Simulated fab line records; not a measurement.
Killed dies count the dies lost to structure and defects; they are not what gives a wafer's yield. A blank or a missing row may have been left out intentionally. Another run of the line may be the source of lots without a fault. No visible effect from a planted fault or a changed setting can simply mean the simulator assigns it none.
fab line records	flow nand_harc	part 1 of 2: steps 1 to 4 of 6
record lots=23	wafers=69	last_day=24
route steps=1159 shown A_STAIRCASE@554
lots that met no fault: from a run of the same line without faults
start_h: hours from the record's opening day to when the first of the lot's shown wafers began	wait_h: hours elapsed since this lot's preceding step	" identical to the entry in the row above	L1.1+2: a row that stands for several wafers	- no value present, or no start provided	* or withheld: withheld	< > ~ a bound
route shown NAME@n: a module of which the file shows steps, and the number in the route of the first	usual: mean/standard deviation of fault-free wafers	same: alike in all rows	chamber/n: place in a boat	sites: the reading at each site	_std_site: the standard deviation of these	_edge_site: mean of outer sites minus mean of inner sites	radius_mm: for every site, how far away it sits from the centre of the wafer	mask NAME#n: copy n	behind: the tool/chamber that last shaped the wafer	hold: why the lot was held/for how many hours/how that ended	device: transistor that didn't switch, given as n, p or np	end of line: tests of these same wafers at the route's end	a step given without rows: its recipe and nothing more	killed: count of dies lost to structure and defects at first sort (not the wafer's yield)	map: the dies of a wafer, with x for killed, . for not killed, _ for no die there
set.NAME: the setting as run; set.NAME@STEP: as run at that earlier step	model.NAME: the simulator's own value behind a step, which no gauge read
a sample of lots followed through the steps of the route, with each step as a table and each wafer as a row
services: the hour from which a tool's chamber was out of use, counted from the record's first day as start_h (under 0 if before that day), plus the number of hours and why
## steps
# step NHARC_A_STAIRCASE_TRIM_18
# recipe time_s=211.2	o2_flow_sccm=500	ar_flow_sccm=0	bias_w=0	chemistry=O2
# usual drypump_motor_current_A=6.0/0.36	oes_product_au=1.006/0.013	rf_vpp_V=57.9/0.86	showerhead_plenum_p_Torr=3.57/0.13	throttle_valve_pct=17.036/0.0091
lot.wafer	tool	chamber	start_h	wait_h	drypump_motor_current_A	oes_product_au	rf_hours_counter_h	rf_vpp_V	showerhead_plenum_p_Torr	throttle_valve_pct
L074.1	rie_diel-11	0	-	-	5.4	1.023	16	56.4	3.33	17.046
L074.3	"	1	"	"	6.3	1.019	15	57.1	3.68	17.041
L074.5	"	1	"	"	6.3	1.007	-	57.3	3.68	17.047
L076.2	rie_diel-11	1	-	-	6.3	1.010	19	58.1	3.68	17.027
L076.5	"	0	"	"	5.4	1.021	-	58.6	3.33	17.049
L076.6	"	1	"	"	6.3	1.010	-	58.4	3.68	17.032
L077.3	rie_diel-11	1	-	-	6.3	1.004	19	55.9	3.68	17.044
L077.4	"	0	"	"	5.4	1.010	20	56.9	3.33	17.019
L077.6	"	2	"	"	6.5	1.000	-	58.1	3.64	17.030
L075.1	rie_diel-11	2	-	-	6.5	0.998	21	58.9	3.64	17.034
L075.4	"	3	"	"	6.0	0.981	22	59.1	3.52	17.044
L075.6	"	1	"	"	6.3	1.006	-	58.2	3.68	17.039
L079.2	rie_diel-11	1	-	-	6.4	1.009	22	59.1	3.67	17.042
L079.3	"	3	"	"	5.9	0.996	23	57.3	3.52	17.046
L079.6	"	1	"	"	6.3	1.011	-	57.6	3.67	17.036
L078.2	rie_diel-11	2	-	-	6.5	1.008	23	55.8	3.64	17.027
L078.3	"	3	"	"	5.9	0.981	23	57.6	3.52	17.045
L078.6	"	2	"	"	6.5	1.001	-	58.6	3.64	17.030
L080.1	rie_diel-07	2	-	-	5.9	1.014	12	58.4	3.54	17.032
L080.3	"	0	"	"	6.3	0.991	11	59.7	3.49	17.034
L080.5	"	2	"	"	5.9	1.015	-	59.0	3.54	17.029
L081.2	rie_diel-11	2	-	-	6.5	1.022	29	58.3	3.63	17.041
L081.3	"	3	"	"	5.9	0.997	30	59.0	3.52	17.043
L081.4	"	0	"	"	5.4	1.015	29	58.9	3.32	17.049
L082.3	rie_diel-11	1	-	-	6.3	1.015	33	59.1	3.67	17.047
L082.2	"	2	"	"	6.5	1.013	34	59.7	3.63	17.041
L082.5	"	0	"	"	5.4	1.028	-	58.8	3.32	17.053
L083.1	rie_diel-11	2	-	-	6.5	0.996	39	58.8	3.63	17.029
L083.6	"	0	"	"	5.4	1.015	-	56.0	3.31	17.031
L083.5	"	1	"	"	6.3	1.027	-	57.8	3.67	17.046
L086.3	rie_diel-07	0	-	-	6.3	1.003	24	58.0	3.48	17.027
L086.6	"	0	"	"	6.3	1.003	-	58.3	3.48	17.035
L086.5	"	1	"	"	6.1	0.997	-	56.3	3.54	17.042
L084.2	rie_diel-13	2	-	-	6.0	1.028	7	59.1	3.70	17.027
L084.3	"	0	"	"	5.6	1.008	8	58.5	3.76	17.027
L084.5	"	3	"	"	5.6	1.001	-	57.7	3.70	17.032
L085.3	rie_diel-11	2	-	-	6.5	1.009	44	55.7	3.63	17.036
L085.1	"	3	"	"	5.9	0.989	43	57.3	3.51	17.039
L085.4	"	1	"	"	6.3	1.006	44	58.3	3.66	17.035
L087.2	rie_diel-11	0	-	-	5.4	1.020	47	57.3	3.31	17.017
L087.1	"	2	"	"	6.5	0.999	45	56.9	3.63	17.043
L087.6	"	0	"	"	5.4	1.016	-	57.3	3.31	17.047
L089.2	rie_diel-11	0	-	-	5.5	1.009	51	58.8	3.31	17.043
L089.5	"	3	"	"	5.9	0.987	-	57.7	3.51	17.051
L089.6	"	0	"	"	5.4	1.023	-	57.7	3.31	17.027
L090.2	rie_diel-11	3	-	-	6.0	0.981	49	57.4	3.51	17.035
L090.1	"	0	"	"	5.4	1.016	52	56.6	3.31	17.048
L090.6	"	3	"	"	5.9	0.988	-	57.9	3.51	17.023
L091.4	rie_diel-07	0	-	-	6.3	0.997	35	57.0	3.47	17.039
L091.3	"	1	"	"	6.0	1.001	37	58.4	3.53	17.034
L091.1	"	2	"	"	5.9	1.025	30	57.7	3.53	17.038
L093.4	rie_diel-11	3	-	-	5.9	0.988	52	59.1	3.51	17.031
L093.3	"	1	"	"	6.3	1.015	54	58.3	3.66	17.031
L093.5	"	2	"	"	6.5	1.002	-	57.5	3.62	17.023
L092.2	rie_diel-13	1	-	-	5.6	0.995	21	58.4	3.68	17.050
L092.4	"	2	"	"	6.0	1.013	18	59.0	3.70	17.041
L092.5	"	3	"	"	5.6	0.993	-	58.1	3.70	17.025
L095.3	rie_diel-07	1	-	-	6.1	0.999	43	59.4	3.53	17.036
L095.2	"	2	"	"	5.9	1.025	37	57.7	3.53	17.028
L095.5	"	1	"	"	6.1	0.999	-	58.3	3.53	17.038
L096.3	rie_diel-13	0	-	-	5.6	0.993	31	59.1	3.75	17.032
L096.4	"	1	"	"	5.6	1.001	29	56.9	3.68	17.053
L096.1	"	2	"	"	6.0	1.032	26	57.3	3.69	17.034
L094.1	rie_diel-07	2	-	-	5.9	1.032	38	57.6	3.52	17.035
L094.4	"	1	"	"	6.0	0.997	-	57.4	3.53	17.029
L094.5	"	2	"	"	5.9	1.031	-	57.2	3.53	17.038
L097.3	rie_diel-13	3	-	-	5.7	0.998	31	59.3	3.69	17.037
L097.2	"	0	"	"	5.6	0.999	35	58.0	3.75	17.033
L097.6	"	2	"	"	6.0	1.014	-	59.1	3.69	17.054
# step NHARC_A_STAIRCASE_ETCH_188
# recipe target_depth_a=1000	time_s=40.5	ion_energy_ev=400	c4f8_flow_sccm=20	o2_flow_sccm=10	ar_flow_sccm=withheld	rf_w=600	bias_w=1000	chemistry=C4F8/O2
# usual oes_product_au=0.942/0.017	rf_vpp_V=897/4.7
lot.wafer	tool	chamber	start_h	wait_h	oes_product_au	rf_hours_counter_h	rf_vpp_V
L074.1	rie_diel-11	0	-	-	0.965	17	888
L074.3	"	2	"	"	0.952	17	901
L074.5	"	0	"	"	0.970	-	889
L076.2	rie_diel-13	3	-	-	0.945	48	903
L076.5	"	1	"	"	0.945	-	905
L076.6	"	2	"	"	0.951	-	902
L077.4	rie_diel-13	1	-	-	0.898	54	901
L077.3	"	3	"	"	0.921	49	902
L077.6	"	1	"	"	0.905	-	902
L075.4	rie_diel-07	0	-	-	0.936	7	894
L075.1	"	1	"	"	0.954	6	896
L075.6	"	3	"	"	0.927	-	898
L079.2	rie_diel-07	0	-	-	0.956	8	896
L079.3	"	2	"	"	0.960	8	898
L079.6	"	0	"	"	0.966	-	895
L078.2	rie_diel-11	1	-	-	0.936	23	901
L078.3	"	0	"	"	0.959	24	887
L078.6	"	1	"	"	0.944	-	901
L080.3	rie_diel-11	0	-	-	0.957	30	888
L080.1	"	3	"	"	0.944	31	898
L080.5	"	1	"	"	0.974	-	902
L081.3	rie_diel-11	0	-	-	0.946	30	890
L081.4	"	1	"	"	0.936	30	903
L081.2	"	3	"	"	0.925	31	897
L082.3	rie_diel-11	1	-	-	0.942	35	901
L082.2	"	3	"	"	0.922	34	895
L082.5	"	0	"	"	0.964	-	889
L083.1	rie_diel-11	3	-	-	0.924	38	895
L083.5	"	0	"	"	0.942	-	889
L083.6	"	1	"	"	0.946	-	901
L086.3	rie_diel-07	3	-	-	0.934	26	897
L086.6	"	0	"	"	0.938	-	895
L086.5	"	1	"	"	0.937	-	896
L084.2	rie_diel-11	1	-	-	0.934	44	901
L084.3	"	2	"	"	0.926	44	898
L084.5	"	1	"	"	0.940	-	900
L085.3	rie_diel-11	3	-	-	0.907	46	897
L085.1	"	0	"	"	0.932	48	888
L085.4	"	1	"	"	0.947	46	901
L087.2	rie_diel-13	3	-	-	0.953	14	903
L087.1	"	0	"	"	0.966	15	905
L087.6	"	3	"	"	0.937	-	903
L090.1	rie_diel-11	2	-	-	0.937	50	900
L090.2	"	1	"	"	0.946	51	902
L090.6	"	2	"	"	0.943	-	898
L089.2	rie_diel-13	0	-	-	0.932	19	903
L089.6	"	2	"	"	0.951	-	901
L089.5	"	3	"	"	0.926	-	902
L093.4	rie_diel-07	2	-	-	0.947	32	897
L093.3	"	0	"	"	0.922	36	894
L093.5	"	3	"	"	0.930	-	898
L091.3	rie_diel-11	3	-	-	0.910	54	895
L091.4	"	0	"	"	0.962	57	888
L091.1	"	2	"	"	0.930	54	901
L092.4	rie_diel-13	3	-	-	0.952	21	902
L092.2	"	1	"	"	0.932	21	902
L092.5	"	2	"	"	0.994	-	903
L095.3	rie_diel-13	0	-	-	0.937	31	904
L095.2	"	1	"	"	0.921	30	902
L095.5	"	0	"	"	0.925	-	904
L096.4	rie_diel-11	3	-	-	0.940	64	895
L096.3	"	1	"	"	0.959	64	899
L096.1	"	2	"	"	0.947	62	898
L094.1	rie_diel-07	0	-	-	0.940	46	893
L094.5	"	0	"	"	0.936	-	894
L094.4	"	2	"	"	0.962	-	895
L097.2	rie_diel-11	0	-	-	0.953	0	888
L097.3	"	1	"	"	0.963	0	901
L097.6	"	0	"	"	0.943	-	888
# step NHARC_A_STAIRCASE_TRIM_189
# recipe time_s=211.2	o2_flow_sccm=500	ar_flow_sccm=0	bias_w=0	chemistry=O2
# usual drypump_motor_current_A=6.0/0.34	oes_product_au=1.004/0.013	rf_vpp_V=58.0/0.87	showerhead_plenum_p_Torr=3.58/0.12	throttle_valve_pct=17.037/0.0093
lot.wafer	tool	chamber	start_h	wait_h	drypump_motor_current_A	oes_product_au	rf_hours_counter_h	rf_vpp_V	showerhead_plenum_p_Torr	throttle_valve_pct
L074.1	rie_diel-11	3	-	-	5.9	0.995	17	57.2	3.52	17.030
L074.3	"	0	"	"	5.4	1.015	17	56.9	3.33	17.034
L074.5	"	1	"	"	6.4	1.015	-	58.0	3.68	17.035
L076.2	rie_diel-13	3	-	-	5.6	1.007	48	57.8	3.71	17.040
L076.5	"	3	"	"	5.6	0.988	-	58.2	3.71	17.053
L076.6	"	0	"	"	5.6	0.984	-	58.5	3.77	17.038
L077.3	rie_diel-13	3	-	-	5.6	1.009	49	57.7	3.71	17.027
L077.4	"	0	"	"	5.6	0.994	57	60.0	3.77	17.051
L077.6	"	2	"	"	6.0	1.000	-	58.2	3.71	17.041
L075.1	rie_diel-07	0	-	-	6.3	0.993	7	57.7	3.49	17.046
L075.4	"	2	"	"	5.9	1.026	7	58.0	3.54	17.017
L075.6	"	0	"	"	6.3	0.983	-	57.5	3.49	17.038
L079.3	rie_diel-07	2	-	-	5.9	1.014	8	58.2	3.54	17.037
L079.2	"	0	"	"	6.3	1.003	8	57.5	3.49	17.030
L079.6	"	2	"	"	5.9	1.017	-	56.2	3.54	17.035
L078.3	rie_diel-11	2	-	-	6.5	1.006	24	58.1	3.64	17.023
L078.2	"	0	"	"	5.4	0.999	24	57.1	3.32	17.030
L078.6	"	1	"	"	6.3	1.010	-	58.9	3.67	17.059
L080.3	rie_diel-11	3	-	-	5.9	0.987	31	57.3	3.52	17.030
L080.1	"	2	"	"	6.5	1.010	30	59.0	3.63	17.035
L080.5	"	0	"	"	5.4	1.021	-	56.5	3.32	17.036
L081.4	rie_diel-11	0	-	-	5.4	1.010	30	57.7	3.32	17.037
L081.3	"	2	"	"	6.5	1.008	31	58.7	3.63	17.054
L081.2	"	3	"	"	5.9	0.988	31	58.2	3.52	17.049
L082.3	rie_diel-11	3	-	-	5.9	0.997	34	57.8	3.52	17.034
L082.2	"	0	"	"	5.4	1.023	36	58.2	3.32	17.037
L082.5	"	2	"	"	6.5	1.008	-	57.5	3.63	17.040
L083.1	rie_diel-11	2	-	-	6.5	0.993	39	56.4	3.63	17.044
L083.6	"	2	"	"	6.5	1.001	-	57.3	3.63	17.045
L083.5	"	3	"	"	6.0	0.998	-	57.8	3.51	17.030
L086.3	rie_diel-07	0	-	-	6.4	0.992	25	59.2	3.48	17.023
L086.6	"	1	"	"	6.1	0.989	-	57.4	3.54	17.046
L086.5	"	2	"	"	5.8	1.023	-	57.3	3.53	17.055
L084.3	rie_diel-11	3	-	-	5.9	0.974	43	58.3	3.51	17.039
L084.2	"	0	"	"	5.4	1.010	46	57.6	3.31	17.057
L084.5	"	2	"	"	6.5	0.995	-	57.6	3.63	17.029
L085.4	rie_diel-11	2	-	-	6.5	1.005	46	58.3	3.63	17.031
L085.1	"	3	"	"	6.0	0.986	46	58.0	3.51	17.033
L085.3	"	0	"	"	5.4	1.016	48	57.2	3.31	17.020
L087.2	rie_diel-13	3	-	-	5.6	0.990	14	58.7	3.70	17.043
L087.1	"	0	"	"	5.6	1.009	15	59.8	3.76	17.038
L087.6	"	2	"	"	6.0	1.009	-	58.8	3.70	17.041
L090.1	rie_diel-11	3	-	-	5.9	0.986	50	55.6	3.51	17.032
L090.2	"	2	"	"	6.5	1.008	50	58.2	3.62	17.038
L090.6	"	3	"	"	6.0	0.981	-	57.1	3.51	17.044
L089.2	rie_diel-13	2	-	-	6.0	1.019	15	57.3	3.70	17.031
L089.6	"	0	"	"	5.7	0.999	-	59.0	3.76	17.040
L089.5	"	1	"	"	5.6	1.000	-	57.7	3.69	17.037
L093.4	rie_diel-07	2	-	-	5.9	1.016	32	58.6	3.53	17.034
L093.3	"	0	"	"	6.3	1.002	36	57.8	3.47	17.025
L093.5	"	3	"	"	5.8	0.993	-	57.3	3.58	17.038
L091.1	rie_diel-11	1	-	-	6.3	1.026	55	58.2	3.66	17.013
L091.4	"	2	"	"	6.5	1.014	54	57.8	3.62	17.038
L091.3	"	3	"	"	5.9	0.989	54	56.2	3.51	17.040
L092.4	rie_diel-13	1	-	-	5.6	0.994	21	58.1	3.68	17.054
L092.2	"	2	"	"	6.0	1.018	19	58.3	3.70	17.046
L092.5	"	3	"	"	5.6	0.993	-	58.0	3.70	17.045
L095.2	rie_diel-13	3	-	-	5.6	1.003	27	58.8	3.69	17.032
L095.3	"	0	"	"	5.6	0.988	31	59.0	3.75	17.044
L095.5	"	3	"	"	5.6	0.992	-	58.3	3.69	17.030
L096.3	rie_diel-11	2	-	-	6.5	1.003	62	58.1	3.62	17.026
L096.1	"	0	"	"	5.4	1.024	66	57.6	3.30	17.033
L096.4	"	1	"	"	6.3	1.016	65	58.3	3.65	17.035
L094.1	rie_diel-07	1	-	-	6.1	1.005	46	57.3	3.53	17.031
L094.4	"	0	"	"	6.4	1.001	-	59.6	3.47	17.024
L094.5	"	1	"	"	6.1	1.000	-	58.0	3.53	17.029
L097.3	rie_diel-11	1	-	-	6.3	1.005	0	58.1	3.65	17.035
L097.2	"	2	"	"	6.5	1.001	0	59.2	3.62	17.037
L097.6	"	2	"	"	6.5	1.005	-	60.0	3.62	17.024
# step NHARC_A_STAIRCASE_TRIM_191
# recipe time_s=211.2	o2_flow_sccm=500	ar_flow_sccm=0	bias_w=0	chemistry=O2
# usual drypump_motor_current_A=6.0/0.34	oes_product_au=1.004/0.013	rf_vpp_V=58.0/0.89	showerhead_plenum_p_Torr=3.58/0.13	throttle_valve_pct=17.035/0.0085
lot.wafer	tool	chamber	start_h	wait_h	drypump_motor_current_A	oes_product_au	rf_hours_counter_h	rf_vpp_V	showerhead_plenum_p_Torr	throttle_valve_pct
L074.1	rie_diel-11	0	-	-	5.4	1.013	17	57.9	3.33	17.026
L074.3	"	1	"	"	6.3	1.014	16	58.1	3.68	17.050
L074.5	"	3	"	"	5.9	0.986	-	57.8	3.52	17.029
L076.2	rie_diel-13	2	-	-	6.0	1.007	50	56.6	3.71	17.033
L076.6	"	2	"	"	6.0	1.009	-	58.5	3.71	17.046
L076.5	"	3	"	"	5.6	1.012	-	58.7	3.71	17.036
L077.4	rie_diel-13	0	-	-	5.6	0.979	57	59.8	3.77	17.029
L077.3	"	1	"	"	5.7	0.976	55	59.3	3.70	17.031
L077.6	"	3	"	"	5.6	1.009	-	57.5	3.71	17.037
L075.4	rie_diel-07	1	-	-	6.1	1.010	6	58.3	3.55	17.028
L075.1	"	2	"	"	5.9	1.015	7	56.9	3.54	17.045
L075.6	"	3	"	"	5.8	0.998	-	58.7	3.60	17.039
L079.3	rie_diel-07	1	-	-	6.1	1.001	7	57.2	3.55	17.042
L079.2	"	3	"	"	5.8	1.001	9	58.4	3.60	17.030
L079.6	"	1	"	"	6.1	0.996	-	57.8	3.55	17.031
L078.2	rie_diel-11	2	-	-	6.5	1.003	25	58.4	3.64	17.033
L078.3	"	3	"	"	5.9	0.984	25	58.2	3.52	17.051
L078.6	"	3	"	"	5.9	0.988	-	57.8	3.52	17.031
L080.3	rie_diel-11	1	-	-	6.3	1.012	29	58.2	3.67	17.022
L080.1	"	2	"	"	6.5	1.004	30	59.1	3.63	17.041
L080.5	"	2	"	"	6.5	1.014	-	57.6	3.63	17.041
L081.2	rie_diel-11	3	-	-	5.9	1.000	31	58.8	3.52	17.032
L081.3	"	0	"	"	5.4	1.022	31	57.5	3.32	17.030
L081.4	"	2	"	"	6.5	1.006	31	58.7	3.63	17.024
L082.3	rie_diel-11	2	-	-	6.5	1.004	35	57.9	3.63	17.033
L082.2	"	3	"	"	5.9	0.987	34	59.0	3.52	17.037
L082.5	"	1	"	"	6.3	1.027	-	58.6	3.67	17.030
L083.1	rie_diel-11	3	-	-	6.0	0.998	39	58.3	3.51	17.042
L083.5	"	3	"	"	5.9	0.994	-	58.8	3.51	17.037
L083.6	"	0	"	"	5.4	1.022	-	58.7	3.31	17.037
L086.3	rie_diel-07	2	-	-	5.9	1.039	20	57.6	3.54	17.024
L086.5	"	3	"	"	5.8	1.001	-	58.6	3.59	17.036
L086.6	"	0	"	"	6.3	0.987	-	59.0	3.48	17.023
L084.3	rie_diel-11	0	-	-	5.4	1.017	46	57.6	3.31	17.041
L084.2	"	2	"	"	6.5	0.993	44	57.8	3.63	17.030
L084.5	"	3	"	"	5.9	0.978	-	57.9	3.51	17.030
L085.1	rie_diel-11	0	-	-	5.4	1.022	49	58.4	3.31	17.021
L085.3	"	1	"	"	6.3	1.018	47	56.9	3.66	17.041
L085.4	"	2	"	"	6.5	1.016	47	59.2	3.62	17.032
L087.1	rie_diel-13	1	-	-	5.6	0.990	14	58.2	3.69	17.050
L087.2	"	3	"	"	5.6	0.992	14	58.7	3.70	17.029
L087.6	"	1	"	"	5.6	0.986	-	58.5	3.69	17.033
L090.2	rie_diel-11	2	-	-	6.5	1.000	50	57.6	3.62	17.031
L090.1	"	0	"	"	5.4	1.025	53	56.3	3.31	17.026
L090.6	"	2	"	"	6.5	1.010	-	57.7	3.62	17.036
L089.2	rie_diel-13	1	-	-	5.6	0.996	18	57.9	3.69	17.066
L089.5	"	2	"	"	6.0	1.010	-	58.6	3.70	17.041
L089.6	"	3	"	"	5.6	0.986	-	59.0	3.70	17.046
L093.3	rie_diel-07	3	-	-	5.8	1.004	36	58.4	3.58	17.032
L093.4	"	2	"	"	5.9	1.021	32	58.4	3.53	17.040
L093.5	"	3	"	"	5.8	1.008	-	57.4	3.58	17.038
L091.3	rie_diel-11	1	-	-	6.3	1.013	56	58.6	3.66	17.039
L091.4	"	2	"	"	6.5	1.013	55	57.8	3.62	17.048
L091.1	"	3	"	"	5.9	0.979	55	58.0	3.50	17.024
L092.4	rie_diel-13	1	-	-	5.6	0.995	21	56.4	3.68	17.021
L092.2	"	2	"	"	6.0	1.022	19	59.2	3.70	17.027
L092.5	"	2	"	"	6.0	1.020	-	57.9	3.70	17.048
L095.2	rie_diel-13	1	-	-	5.6	0.995	30	58.1	3.68	17.028
L095.3	"	2	"	"	6.0	1.018	26	58.1	3.69	17.044
L095.5	"	0	"	"	5.6	0.996	-	59.3	3.75	17.031
L096.4	rie_diel-11	1	-	-	6.4	1.030	65	59.0	3.65	17.038
L096.3	"	2	"	"	6.5	0.993	62	56.8	3.62	17.025
L096.1	"	0	"	"	5.4	1.027	66	56.6	3.30	17.040
L094.1	rie_diel-07	0	-	-	6.3	0.989	46	57.1	3.47	17.018
L094.5	"	1	"	"	6.1	0.990	-	58.7	3.53	17.030
L094.4	"	2	"	"	5.9	1.020	-	58.5	3.52	17.031
L097.3	rie_diel-11	1	-	-	6.3	1.011	0	57.4	3.65	17.051
L097.2	"	3	"	"	5.9	0.998	0	57.4	3.50	17.026
L097.6	"	2	"	"	6.5	1.006	-	57.6	3.62	17.041
